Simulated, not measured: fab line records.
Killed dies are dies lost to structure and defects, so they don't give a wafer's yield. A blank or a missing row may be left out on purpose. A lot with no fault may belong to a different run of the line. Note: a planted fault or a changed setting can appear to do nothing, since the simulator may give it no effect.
fab line records || flow n5Finfet
record: {"lots": 3, "wafers": 9, "lastDay": 18}
route steps=1938 shown FIN_SAQP@126 FIN_CUT@154 BEOL_M4@1111 PASSIVATION@1936
lots with no fault: from the same line, run without faults
startH: hours from the record's first day to the start of the lot's first wafer shown || waitH: hours from the lot's prior step to this one || " same as the row above || L1.1+2: a single row standing in for several wafers || - value missing, or start not given || * or withheld: withheld || < > ~ a bound
route shown NAME@n: names a module that has steps shown in the file, with the first one's number in the route || usual: the fault-free wafers' mean and standard deviation || same: alike in all rows || chamber/n: place in a boat || sites: readings site by site || _std_site: their standard deviation || _edge_site: outer sites' mean less inner sites' || radiusMm: for every site, how far away it sits from the centre of the wafer || mask NAME#n: copy n || behind: tool/chamber where the wafer was last shaped || hold: why the lot went on hold/how many hours it stayed there/how the hold came to an end || device: whichever transistor did not switch (one of n, p or np) || end of line: the route-end tests of the same wafers || a step given without rows: its recipe and nothing more || killed: at the first sort, the dies lost to defects and structure; wafer yield is something else || map: per-die view of a wafer (x killed, . not killed, _ where there is no die)
set.NAME: the run value of the setting; set.NAME@STEP: its run value at that earlier step || model.NAME: the simulator's own value behind a step, which no gauge read
lots seen at some steps along the route; tables by step, rows by wafer
services: from which hour (startH, from the record's first day; less than 0 if before it) a tool's chamber was out of use, for how many hours, and why
== steps ==
step: N5_FIN_SAQP_SPACER1_ETCHBACK_25
recipe: {"chemistry": "CHF3/O2", "mode": "anisotropicEtchback", "target": "SiO2", "targetDepthA": 244, "timeS": 12.2, "pressureMtorr": 30, "sourceW": 650, "biasW": 170, "Ar_flow_sccm": 200, "CHF3_flow_sccm": 50, "O2_flow_sccm": 5, "ionEnergyEv": 200}
step: N5_FIN_SAQP_MANDREL1_REMOVE_56
recipe: {"chemistry": "HBr/Cl2/O2", "btTimeS": 10, "target": "a-Si", "stopOn": "SiNx", "endpoint": "OES-SiCl", "overEtchFrac": 1, "icpW": 600, "biasW": 22, "HBr_flow_sccm": 150, "Cl2_flow_sccm": 80, "O2_flow_sccm": 5, "pressureMtorr": 10}
step: N5_FIN_SAQP_ETCH_57
recipe: {"chemistry": "CH3F/O2", "target": "SiNx", "maskMaterial": "SiO2", "targetDepthA": 325, "timeS": 46.4, "pressureMtorr": 30, "sourceW": 395, "biasW": 73, "Ar_flow_sccm": 150, "CH3F_flow_sccm": 30, "O2_flow_sccm": 20, "ionEnergyEv": 120, "ends": "cleared"}
step: N5_FIN_SAQP_ETCH_65
recipe: {"chemistry": "CF4", "target": "SiO2", "targetDepthA": 40, "ionEnergyEv": 350, "timeS": 4.4, "pressureMtorr": 10, "icpW": 800, "biasW": 400, "cf4FlowSccm": 80}
step: N5_FIN_SAQP_MANDREL_ETCH_58
recipe: {"chemistry": "HBr/Cl2", "target": "a-Si", "targetDepthA": 450, "btTimeS": 10, "stopOn": "SiNx", "maskMaterial": "SiO2", "overEtchFrac": 0.8, "timeS": 27, "pressureMtorr": 10, "icpW": 800, "biasW": 75, "HBr_flow_sccm": 150, "Cl2_flow_sccm": 80, "ends": "endPoint"}
step: N5_FIN_SAQP_RECESS_63
recipe: {"chemistry": "HF/NH3", "target": "SiO2", "targetDepthA": 180, "afsCycles": 3, "tempC": 30, "sublimationTempC": 180, "sublimationTimeS": 60}
step: N5_FIN_SAQP_COAT_68
recipe: {"resist": "SOC", "tempC": 250, "timeS": 60, "spinRpm": 1500, "resistThkNm": 100}
step: N5_FIN_SAQP_ETCH_69
recipe: {"chemistry": "N2/H2", "target": "SOC", "targetDepthA": 1500, "stopOn": "SiNx", "ionEnergyEv": 100, "biasW": 61, "pressureMtorr": 30, "sourceW": 850, "n2FlowSccm": 200, "h2FlowSccm": 200}
step: N5_FIN_SAQP_ETCH_67
recipe: {"chemistry": "CH3F/O2", "target": "SiNx", "targetDepthA": 300, "maskMaterial": "SOC", "pressureMtorr": 30, "sourceW": 395, "biasW": 73, "Ar_flow_sccm": 150, "CH3F_flow_sccm": 30, "O2_flow_sccm": 20, "ionEnergyEv": 120}
step: N5_FIN_SAQP_STRIP_70
recipe: {"chemistry": "N2/H2", "powerW": 500, "tempC": 40, "pressureMtorr": 50, "rfFrequencyHz": 6e+07, "overashFraction": 0.3, "biasPowerW": 28, "h2Frac": 0.5, "n2FlowSccm": 300, "h2FlowSccm": 300}
step: N5_FIN_SAQP_RECESS_71
recipe: {"chemistry": "HF/NH3", "target": "SiO2", "targetDepthA": 30, "afsCycles": 1, "tempC": 30, "sublimationTempC": 180, "sublimationTimeS": 60}
step: N5_FIN_SAQP_SPACER2_ALD_28
recipe: {"material": "SiO2", "targetThkA": 81, "tempC": 300, "aldPrecursorFamily": "BDEAS", "aldCoReactant": "O2-plasma", "pulseTimeS": 1, "purgeTimeS": 2, "coReactantPurgeTimeS": 2, "pressureTorr": 2}
usual: {"heaterPowerW": "489/56", "precursorPulseHeightRel": "1.002/0.02", "susceptorTempC": "300.02/0.19"}
{"lot.wafer": "L208.1", "tool": "aldSin-04", "chamber": 0, "startH": 55.35, "waitH": 0.1, "heaterPowerW": 480, "precursorPulseHeightRel": 1.021, "susceptorTempC": 299.95}
{"lot.wafer": "L208.2", "tool": "aldSin-04", "chamber": 3, "startH": 55.35, "waitH": 0.1, "heaterPowerW": 528, "precursorPulseHeightRel": 0.990, "susceptorTempC": 300.18}
{"lot.wafer": "L208.5", "tool": "aldSin-04", "chamber": 1, "startH": 55.35, "waitH": 0.1, "heaterPowerW": 503, "precursorPulseHeightRel": 0.987, "susceptorTempC": 299.72}
{"lot.wafer": "L218.3", "tool": "aldSin-03", "chamber": 0, "startH": 116.94, "waitH": 0.1, "heaterPowerW": 397, "precursorPulseHeightRel": 1.015, "susceptorTempC": 299.93}
{"lot.wafer": "L218.4", "tool": "aldSin-03", "chamber": 3, "startH": 116.94, "waitH": 0.1, "heaterPowerW": 581, "precursorPulseHeightRel": 1.012, "susceptorTempC": 300.07}
{"lot.wafer": "L218.6", "tool": "aldSin-03", "chamber": 2, "startH": 116.94, "waitH": 0.1, "heaterPowerW": 528, "precursorPulseHeightRel": 1.042, "susceptorTempC": 300.02}
{"lot.wafer": "L223.3", "tool": "aldSin-04", "chamber": 0, "startH": 146.03, "waitH": 1.5, "heaterPowerW": 465, "precursorPulseHeightRel": 1.010, "susceptorTempC": 300.27}
{"lot.wafer": "L223.5", "tool": "aldSin-04", "chamber": 0, "startH": 146.03, "waitH": 1.5, "heaterPowerW": 468, "precursorPulseHeightRel": 1.001, "susceptorTempC": 300.14}
{"lot.wafer": "L223.6", "tool": "aldSin-04", "chamber": 1, "startH": 146.03, "waitH": 1.5, "heaterPowerW": 494, "precursorPulseHeightRel": 0.975, "susceptorTempC": 300.39}
step: N5_FIN_SAQP_SPACER2_ETCHBACK_29
recipe: {"chemistry": "CHF3/O2", "mode": "anisotropicEtchback", "target": "SiO2", "targetDepthA": 122, "timeS": 6.1, "pressureMtorr": 30, "sourceW": 650, "biasW": 170, "Ar_flow_sccm": 200, "CHF3_flow_sccm": 50, "O2_flow_sccm": 5, "ionEnergyEv": 200}
step: N5_FIN_SAQP_MANDREL2_REMOVE_60
recipe: {"chemistry": "HBr/Cl2/O2", "btTimeS": 10, "target": "a-Si", "stopOn": "SiNx", "endpoint": "OES-SiCl", "overEtchFrac": 1, "icpW": 600, "biasW": 22, "HBr_flow_sccm": 150, "Cl2_flow_sccm": 80, "O2_flow_sccm": 5, "pressureMtorr": 10}
step: N5_FIN_SAQP_HM_OPEN_33
recipe: {"chemistry": "CH3F/O2", "target": "SiNx", "maskMaterial": "SiO2", "targetDepthA": 494, "timeS": 70.6, "pressureMtorr": 30, "sourceW": 395, "biasW": 73, "Ar_flow_sccm": 150, "CH3F_flow_sccm": 30, "O2_flow_sccm": 20, "ionEnergyEv": 120, "ends": "cleared"}
step: N5_FIN_SAQP_ETCH_34
recipe: {"chemistry": "C4F6/O2", "target": "SiO2", "targetDepthA": 450, "timeS": 15, "ionEnergyEv": 250, "pressureMtorr": 30, "sourceW": 345, "biasW": 185, "Ar_flow_sccm": 300, "C4F6_flow_sccm": 10, "O2_flow_sccm": 10, "ends": "cleared"}
step: N5_FIN_SAQP_STRIP_77
recipe: {"chemistry": "N2/H2", "timeS": 90, "powerW": 100, "tempC": 40, "pressureMtorr": 100, "rfFrequencyHz": 6e+07, "biasPowerW": 3, "n2FlowSccm": 300, "h2FlowSccm": 300}
step: N5_FIN_SAQP_ETCH_64
recipe: {"chemistry": "CF4", "target": "SiO2", "targetDepthA": 15, "ionEnergyEv": 350, "pressureMtorr": 10, "icpW": 800, "biasW": 400, "cf4FlowSccm": 80}
step: N5_FIN_SAQP_FIN_ETCH_36
recipe: {"chemistry": "HBr/Cl2/O2", "targetDepthA": 1200, "maskMaterial": "SiNx", "timeS": 50.4, "biasW": 102, "pressureMtorr": 10, "icpW": 800, "HBr_flow_sccm": 150, "Cl2_flow_sccm": 80, "O2_flow_sccm": 12}
step: N5_FIN_SAQP_PRECLEAN_38
recipe: {"chemistry": "O3/DIW", "timeS": 45, "tempC": 22, "o3Ppm": 10}
step: N5_FIN_SAQP_PRECLEAN_45
recipe: {"chemistry": "dHF", "timeS": 10, "dilution": "500:1", "tempC": 25}
step: N5_FIN_SAQP_SRD_39
recipe: {"dry": "ipaMarangoni", "timeS": 30, "tempC": 23, "rinseLiquid": "diw"}
step: N5_FIN_SAQP_INSPECT_40
recipe: {"inspectInstrument": "brightfield", "mode": "aei"}
usual: {"rawDefectCount": "224/66"}
{"lot.wafer": "L208.1", "tool": "defectInspect-02", "chamber": "-", "startH": 56.46, "waitH": 0.0, "rawDefectCount": 193}
{"lot.wafer": "L208.2", "tool": "defectInspect-02", "chamber": "-", "startH": 56.46, "waitH": 0.0, "rawDefectCount": 150}
{"lot.wafer": "L208.5", "tool": "defectInspect-02", "chamber": "-", "startH": 56.46, "waitH": 0.0, "rawDefectCount": 1353}
{"lot.wafer": "L218.3", "tool": "defectInspect-01", "chamber": "-", "startH": 118.22, "waitH": 0.0, "rawDefectCount": 175}
{"lot.wafer": "L218.4", "tool": "defectInspect-01", "chamber": "-", "startH": 118.22, "waitH": 0.0, "rawDefectCount": 167}
{"lot.wafer": "L218.6", "tool": "defectInspect-01", "chamber": "-", "startH": 118.22, "waitH": 0.0, "rawDefectCount": 246}
{"lot.wafer": "L223.3", "tool": "defectInspect-01", "chamber": "-", "startH": 147.14, "waitH": 0.0, "rawDefectCount": 289}
{"lot.wafer": "L223.5", "tool": "defectInspect-01", "chamber": "-", "startH": 147.14, "waitH": 0.0, "rawDefectCount": 214}
{"lot.wafer": "L223.6", "tool": "defectInspect-01", "chamber": "-", "startH": 147.14, "waitH": 0.0, "rawDefectCount": 244}
step: N5_FIN_CUT_COAT_18
recipe: {"resist": "SOC", "tempC": 250, "timeS": 60, "spinRpm": 1500, "resistThkNm": 230}
step: N5_FIN_CUT_COAT_19
recipe: {"resist": "SiARC", "tempC": 220, "timeS": 60, "spinRpm": 1500, "resistThkNm": 20}
step: N5_FIN_CUT_COAT_29
recipe: {"resist": "underlayer", "tempC": 205, "timeS": 60, "spinRpm": 1500, "resistThkNm": 10}
step: N5_FIN_CUT_COAT_02
recipe: {"resist": "CAR-EUV", "spinRpm": 1500, "resistThkNm": 30}
step: N5_FIN_CUT_EBR_04
recipe: {"solvent": "PGMEA", "ebrWidthMm": 1.5}
step: N5_FIN_CUT_SOFTBAKE_03
recipe: {"tempC": 110, "timeS": 60, "resist": "CAR-EUV"}
step: N5_FIN_CUT_EXPOSE_05
recipe: {"maskId": "FIN_CUT", "na": 0.33, "sourceShape": "annular", "sigmaInner": 0.35, "sigmaOuter": 0.8, "polarization": "unpolarized", "doseMj": 45.75}
step: N5_FIN_CUT_PEB_06
recipe: {"pebTempC": 100, "pebTimeS": 60, "resist": "CAR-EUV"}
step: N5_FIN_CUT_DEVELOP_07
recipe: {"developTimeS": 30, "developer": "TMAH", "resist": "CAR-EUV", "rinseLiquid": "surfactantRinse", "dry": "airSpin", "devTempC": 23}
step: N5_FIN_CUT_INSPECT_10
recipe: {"mode": "adi", "inspectInstrument": "brightfield"}
usual: {"rawDefectCount": "41/12"}
{"lot.wafer": "L208.1", "tool": "defectInspect-02", "chamber": "-", "startH": 56.85, "waitH": 0.1, "rawDefectCount": 35}
{"lot.wafer": "L208.2", "tool": "defectInspect-02", "chamber": "-", "startH": 56.85, "waitH": 0.1, "rawDefectCount": 40}
{"lot.wafer": "L208.5", "tool": "defectInspect-02", "chamber": "-", "startH": 56.85, "waitH": 0.1, "rawDefectCount": 1183}
{"lot.wafer": "L218.3", "tool": "defectInspect-01", "chamber": "-", "startH": 118.73, "waitH": 0.0, "rawDefectCount": 30}
{"lot.wafer": "L218.4", "tool": "defectInspect-01", "chamber": "-", "startH": 118.73, "waitH": 0.0, "rawDefectCount": 34}
{"lot.wafer": "L218.6", "tool": "defectInspect-01", "chamber": "-", "startH": 118.73, "waitH": 0.0, "rawDefectCount": 42}
{"lot.wafer": "L223.3", "tool": "defectInspect-02", "chamber": "-", "startH": 147.66, "waitH": 0.1, "rawDefectCount": 47}
{"lot.wafer": "L223.5", "tool": "defectInspect-02", "chamber": "-", "startH": 147.66, "waitH": 0.1, "rawDefectCount": 44}
{"lot.wafer": "L223.6", "tool": "defectInspect-02", "chamber": "-", "startH": 147.66, "waitH": 0.1, "rawDefectCount": 45}
step: N5_FIN_CUT_DESCUM_13
recipe: {"chemistry": "O2", "timeS": 7, "sourcePowerW": 50, "biasPowerW": 20, "pressureMtorr": 20, "rfFrequencyHz": 2.712e+07, "tempC": 40, "resist": "CAR-EUV", "o2FlowSccm": 225}
step: N5_BEOL_M4_RC_MEAS_101
usual: {"DIBL_N": "35.9/1.3", "DIBL_P": "35.9/1.5", "IOFF_N": "0.152/0.023", "IOFF_P": "0.204/0.027", "ION_N": "673/9.2", "ION_P": "462/6.7", "SS_N": "71.4/0.48", "SS_P": "73.2/0.55", "VT_N": "250.3/2.6", "VT_P": "-250.6/3"}
{"lot.wafer": "L208.1", "tool": "prober-01", "chamber": 0, "startH": 208.44, "waitH": 0.0, "DIBL_N[mV/V]": 33.9, "DIBL_P[mV/V]": 33.4, "IOFF_N[nA/um]": 0.111, "IOFF_P[nA/um]": 0.167, "ION_N[uA/um]": 667, "ION_P[uA/um]": 465, "SS_N[mV/dec]": 70.2, "SS_P[mV/dec]": 72.2, "VT_N[mV]": 252.3, "VT_P[mV]": -254.0}
{"lot.wafer": "L208.2", "tool": "prober-01", "chamber": 0, "startH": 208.44, "waitH": 0.0, "DIBL_N[mV/V]": 35.6, "DIBL_P[mV/V]": 35.4, "IOFF_N[nA/um]": 0.142, "IOFF_P[nA/um]": 0.194, "ION_N[uA/um]": 664, "ION_P[uA/um]": 458, "SS_N[mV/dec]": 71.1, "SS_P[mV/dec]": 73.6, "VT_N[mV]": 251.6, "VT_P[mV]": -250.2}
{"lot.wafer": "L208.5", "tool": "prober-01", "chamber": 0, "startH": 208.44, "waitH": 0.0, "DIBL_N[mV/V]": 36.7, "DIBL_P[mV/V]": 37.1, "IOFF_N[nA/um]": 0.156, "IOFF_P[nA/um]": 0.220, "ION_N[uA/um]": 678, "ION_P[uA/um]": 470, "SS_N[mV/dec]": 71.8, "SS_P[mV/dec]": 73.6, "VT_N[mV]": 248.0, "VT_P[mV]": -251.2}
{"lot.wafer": "L218.3", "tool": "prober-02", "chamber": 0, "startH": 278.40, "waitH": 0.3, "DIBL_N[mV/V]": 36.0, "DIBL_P[mV/V]": 33.2, "IOFF_N[nA/um]": 0.112, "IOFF_P[nA/um]": 0.145, "ION_N[uA/um]": 662, "ION_P[uA/um]": 450, "SS_N[mV/dec]": 71.1, "SS_P[mV/dec]": 72.5, "VT_N[mV]": 253.4, "VT_P[mV]": -256.7}
{"lot.wafer": "L218.4", "tool": "prober-02", "chamber": 0, "startH": 278.40, "waitH": 0.3, "DIBL_N[mV/V]": 37.0, "DIBL_P[mV/V]": 34.8, "IOFF_N[nA/um]": 0.124, "IOFF_P[nA/um]": 0.166, "ION_N[uA/um]": 653, "ION_P[uA/um]": 452, "SS_N[mV/dec]": 71.4, "SS_P[mV/dec]": 73.6, "VT_N[mV]": 254.0, "VT_P[mV]": -252.9}
{"lot.wafer": "L218.6", "tool": "prober-02", "chamber": 0, "startH": 278.40, "waitH": 0.3, "DIBL_N[mV/V]": 38.0, "DIBL_P[mV/V]": 35.9, "IOFF_N[nA/um]": 0.144, "IOFF_P[nA/um]": 0.185, "ION_N[uA/um]": 665, "ION_P[uA/um]": 457, "SS_N[mV/dec]": 71.1, "SS_P[mV/dec]": 72.6, "VT_N[mV]": 250.3, "VT_P[mV]": -252.9}
{"lot.wafer": "L223.3", "tool": "prober-02", "chamber": 0, "startH": 305.78, "waitH": 0.3, "DIBL_N[mV/V]": 35.8, "DIBL_P[mV/V]": 36.8, "IOFF_N[nA/um]": 0.156, "IOFF_P[nA/um]": 0.192, "ION_N[uA/um]": 682, "ION_P[uA/um]": 466, "SS_N[mV/dec]": 71.3, "SS_P[mV/dec]": 73.1, "VT_N[mV]": 251.0, "VT_P[mV]": -251.5}
{"lot.wafer": "L223.5", "tool": "prober-02", "chamber": 0, "startH": 305.78, "waitH": 0.3, "DIBL_N[mV/V]": 36.3, "DIBL_P[mV/V]": 36.9, "IOFF_N[nA/um]": 0.171, "IOFF_P[nA/um]": 0.197, "ION_N[uA/um]": 675, "ION_P[uA/um]": 458, "SS_N[mV/dec]": 71.6, "SS_P[mV/dec]": 73.2, "VT_N[mV]": 247.3, "VT_P[mV]": -253.1}
{"lot.wafer": "L223.6", "tool": "prober-02", "chamber": 0, "startH": 305.78, "waitH": 0.3, "DIBL_N[mV/V]": 36.4, "DIBL_P[mV/V]": 37.0, "IOFF_N[nA/um]": 0.172, "IOFF_P[nA/um]": 0.190, "ION_N[uA/um]": 680, "ION_P[uA/um]": 464, "SS_N[mV/dec]": 71.6, "SS_P[mV/dec]": 73.4, "VT_N[mV]": 247.0, "VT_P[mV]": -253.9}
step: N5_PASSIVATION_PROBE_49
usual: {"defectLimitedYield": "91.0/1.5", "killed_at_M0_to_M3": "37/12", "killed_at_M4_up": "13/5", "killedAtContacts": "13/6.1", "killedAtFrontEnd": "39/11", "killedAtOther": "4/3.2", "killedDies": "106/17", "killedOpen": "69/12", "killedShort": "35/7.9", "sort_bin_5_function": "5.3/1", "sort_bin_6_memory": "3.3/0.68", "sortNPass": "1074/17", "sortYieldPct": "91.0/1.5"}
same: {"grossDies": 1180, "killedAtBackSide": 0, "sort_bin_4_leakage[%]": 0, "sort_bin_8_speed[%]": 0}
{"lot.wafer": "L208.5", "tool": "prober-01", "chamber": "-", "startH": 307.57, "waitH": 0.2, "defectLimitedYield[%]": 86.4, "killed_at_M0_to_M3": 30, "killed_at_M4_up": 7, "killedAtContacts": 6, "killedAtFrontEnd": 114, "killedAtOther": 4, "killedDies": 161, "killedOpen": 42, "killedShort": 24, "sort_bin_5_function[%]": 7.3, "sort_bin_6_memory[%]": 3.3, "sortNPass": 1019, "sortYieldPct[%]": 86.4}
killed by level:class
L208.5 FIN_SAQP:unspecified=94 BEOL_M0_SAQP:geometricParticle:short=7 BEOL_M0_SAQP:geometricParticle:open=5 FIN_SAQP:geometricParticle:open=4 GATE_CUT:geometricParticle:short=4 MOL_CONTACT_COAG:geometricParticle:open=4 BEOL_M1:geometricParticle:open=4 BEOL_M2:geometricParticle:open=4
map L208.5 (x killed, . not)
_________________...........x________________
______________...x.............._____________
___________..x.....................__________
__________x......x.................._________
________............x............x...._______
_______...x.....x......................______
______..x...........x..................._____
_____...x................................____
____..x.............................x.....___
___....x.x.........................x.......__
___.....x............x...........x..x......__
__................x.......x................._
__...............x.x..............x..x......_
_.........x.....x..........x......x.....x....
_.........x............................x.....
_........x.................................x.
_............x.................x.............
_........................................x...
_.........................................x..
_.........x..........x.x...............x.....
_......x.....................x............x..
__................x........................._
__....x...........................x........._
___..........................x......x......__
___................x.......x..x...x.x......__
____.................x...x....x...........___
_____..................x.xxx......x......____
______...x....x....xx.xx.xxxxxxx.xxx...x_____
_______...............xxxxxxxxxxxx.x...______
________....x........xxxxxxxxxxxxxxx.._______
__________............xxxxxxxxxxxxxx_________
___________........xxxxxxxxxxxxxxx.__________
______________......xxxxxxxxxxxx_____________
_________________..x.xxxxxxxx________________
map L223.3 (x killed, . not)
_________________......x.....________________
______________x.....xx.........._____________
___________...xx..................x__________
__________x..........x.x..x........._________
________......x..xx..................._______
_______................................______
______x.xx..................x.......xx.._____
_____..x.......x..................x......____
____.....................x.............x..___
___.................x......x............x..__
___........x...................x.....xxx...__
__...x..................................x..._
__............x............x....x..........._
_..............x.x...........................
_........x...................................
_..........................xxx..x............
_......x......x................x...x.....x...
_x.....xx.....x...x...........x....xx........
_....x.....x...x......x..x...................
_...x..x..x..................................
_.......x.........x..........................
__.......x........x..................x......_
__...................xx......x.............._
___.........x..x............x.x............__
___...x............................x.xx....__
____.............xx..x...x.x....x.........___
_____.................x...x..............____
______x..................x............x._____
_______..................x.............______
________.........xx.................x._______
__________...............x.........._________
___________......x.................__________
______________.....x....x......._____________
_________________.........x.x________________
== services ==
{"tool": "aldSin-04", "chamber": 1, "startH": 82.27, "hours": 4.2, "kind": "repair"}
{"tool": "aldSin-04", "chamber": "-", "startH": 85.25, "hours": 14.0, "kind": "pm"}
{"tool": "aldSin-04", "chamber": 0, "startH": 85.25, "hours": 14.0, "kind": "ventCycle"}
{"tool": "aldSin-04", "chamber": 2, "startH": 85.25, "hours": 14.0, "kind": "ventCycle"}
{"tool": "aldSin-04", "chamber": 3, "startH": 85.25, "hours": 14.0, "kind": "ventCycle"}
{"tool": "aldSin-04", "chamber": 0, "startH": 99.25, "hours": "-", "kind": "clean"}
{"tool": "aldSin-04", "chamber": 1, "startH": 99.25, "hours": "-", "kind": "clean"}
{"tool": "aldSin-04", "chamber": 2, "startH": 99.25, "hours": "-", "kind": "clean"}
{"tool": "aldSin-04", "chamber": 3, "startH": 99.25, "hours": "-", "kind": "clean"}
{"tool": "aldSin-03", "chamber": 2, "startH": 138.47, "hours": 10.7, "kind": "repair"}
== key ==
firstSign: {"step": "N5_FIN_SAQP_INSPECT_40", "reading": "rawDefectCount", "direction": "up", "sigmas": 17, "usual": 224, "struck": 1353}
effect: {"step": "N5_FIN_CUT_INSPECT_10", "reading": "rawDefectCount", "direction": "up", "sigmas": 92, "usual": 41, "struck": 1183}
effect: {"step": "N5_PASSIVATION_PROBE_49", "reading": "killedAtFrontEnd", "direction": "up", "sigmas": 6.9, "usual": 39, "struck": 114}
moreKillsBornAt: {"N5_FIN_SAQP_SPACER2_ALD_28@aldSin-04": 94}
metAt N5_FIN_SAQP_SPACER2_ALD_28
struckWafers L208.5
fault: {"kind": "chamberParticleSource", "tool": "aldSin-04", "chamber": 1, "onsetH": 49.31, "steps": "N5_FIN_SAQP_SPACER2_ALD_28", "ratePerVisitCm2": 1.7168, "endH": 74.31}
